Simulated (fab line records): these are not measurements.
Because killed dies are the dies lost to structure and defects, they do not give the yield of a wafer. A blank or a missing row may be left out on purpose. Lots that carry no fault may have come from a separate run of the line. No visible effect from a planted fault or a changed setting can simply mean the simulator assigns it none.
Which tool was responsible? ; flow nand harc ; 12 lots with 36 wafers sampled at 5 steps, on a route of 1302 steps

WHAT THE GAUGES READ, wafer by wafer
NHARC_A_SIN_REMOVE_INSPECT_04.
lot;measured;on;raw defect count
L074;day 21 00:53;defect inspect-01;436 530 352
L077;day 21 07:14;defect inspect-01;443 310 389
L079;day 21 18:14;defect inspect-01;331 222 345
L081;day 23 02:09;defect inspect-01;590 455 419
L083;day 24 11:09;defect inspect-02;479 624 401
L085;day 24 15:27;defect inspect-02;368 388 398
L088;day 26 03:11;defect inspect-02;359 283 322
L089;day 26 20:11;defect inspect-02;447 368 474
L090;day 27 11:23;defect inspect-02;409 337 467
L093;day 28 02:35;defect inspect-02;403 384 427
L095;day 29 08:26;defect inspect-02;349 292 336
L097;day 30 01:19;defect inspect-02;340 356 366

WHICH TOOL RAN EACH LOT (tool, then ch and the chambers of the sampled wafers, then the start)
lot;NHARC_A_STAIRCASE_STRIP_446;NHARC_A_STAIRCASE_DEP_471;NHARC_A_SGD_CUT_ETCHBACK_24;NHARC_A_SLIT_DESCUM_14
L074;plasma asher-01 ch 0,1, day 19 14:50;pecvd-03 ch 1,2, day 19 16:58;rie diel-11 ch 0,1,3, day 20 01:19;rie diel-02 ch 1,2, day 20 10:47
L077;plasma asher-01 ch 0,1, day 20 01:17;pecvd-03 ch 0,1,2, day 20 03:19;rie diel-11 ch 0,3, day 20 11:28;rie diel-02 ch 1,2,3, day 20 18:19
L079;plasma asher-02 ch 0,1, day 20 10:38;pecvd-03 ch 0,1, day 20 12:40;rie diel-09 ch 0,1, day 20 20:28;rie diel-02 ch 1,2,3, day 21 05:16
L081;plasma asher-01 ch 0,1, day 21 18:13;pecvd-02 ch 1,2, day 21 20:13;rie diel-09 ch 0,2, day 22 05:41;rie diel-07 ch 0,2, day 22 12:25
L083;plasma asher-02 ch 0,1, day 23 06:32;pecvd-02 ch 0,1, day 23 08:52;rie diel-09 ch 2,3, day 23 16:56;rie diel-02 ch 1,3, day 23 22:15
L085;plasma asher-01 ch 0,1, day 23 12:37;pecvd-02 ch 0,1,2, day 23 14:36;rie diel-13 ch 0,1,2, day 23 21:15;rie diel-07 ch 1,2,3, day 24 02:42
L088;plasma asher-01 ch 1, day 24 21:22;pecvd-01 ch 1,2, day 24 23:23;rie diel-09 ch 1,3, day 25 07:38;rie diel-02 ch 1,3, day 25 13:40
L089;plasma asher-02 ch 0,1, day 25 15:14;pecvd-03 ch 0,1,2, day 25 17:27;rie diel-09 ch 2,3, day 26 01:16;rie diel-10 ch 0,2, day 26 07:14
L090;plasma asher-01 ch 0,1, day 26 05:53;pecvd-01 ch 0,1,2, day 26 07:48;rie diel-13 ch 2,3, day 26 15:25;rie diel-10 ch 0,1, day 26 23:36
L093;plasma asher-02 ch 0,1, day 26 16:53;pecvd-02 ch 0,2, day 26 18:48;rie diel-11 ch 0,2, day 27 04:42;rie diel-10 ch 0,1, day 27 10:01
L095;plasma asher-01 ch 0,1, day 27 19:17;pecvd-03 ch 1,2, day 27 21:13;rie diel-13 ch 0,2,3, day 28 08:23;rie diel-07 ch 1,2, day 28 15:42
L097;plasma asher-01 ch 0,1, day 28 19:12;pecvd-02 ch 0,1,2, day 28 21:16;rie diel-13 ch 1,3, day 29 06:55;rie diel-02 ch 1,2,3, day 29 12:23
- NHARC_A_STAIRCASE_STRIP_446: strips in O2.
- NHARC_A_STAIRCASE_DEP_471: deposits SiO2, target thk 100 nm.
- NHARC_A_SGD_CUT_ETCHBACK_24: etches the open film in CH3F/O2, target depth 50 nm, time 92.857 s.
- NHARC_A_SLIT_DESCUM_14: chemistry O2, time 3 s.

THE ANSWER, worked out from the rows above alone
Rule: what is usual is taken from the lots themselves. Put in order of their means at a reading, lots are off if they are a third of the lots or fewer, leave a main group of 4 or more, and stand apart from it by a gap of 3 or more times the standard deviation of the main group's means; of several such gaps the widest counts. A main group whose means are all the same, to the digits that the tables above print for the reading, isn't used. Also off: a lot with no number at a reading for which 4 or more lots have one. The other lots that the step has rows for count as sound.
Across all readings shown, no lot is off: no conclusion can be drawn from this.

WHAT THE SIMULATOR HAD INSERTED
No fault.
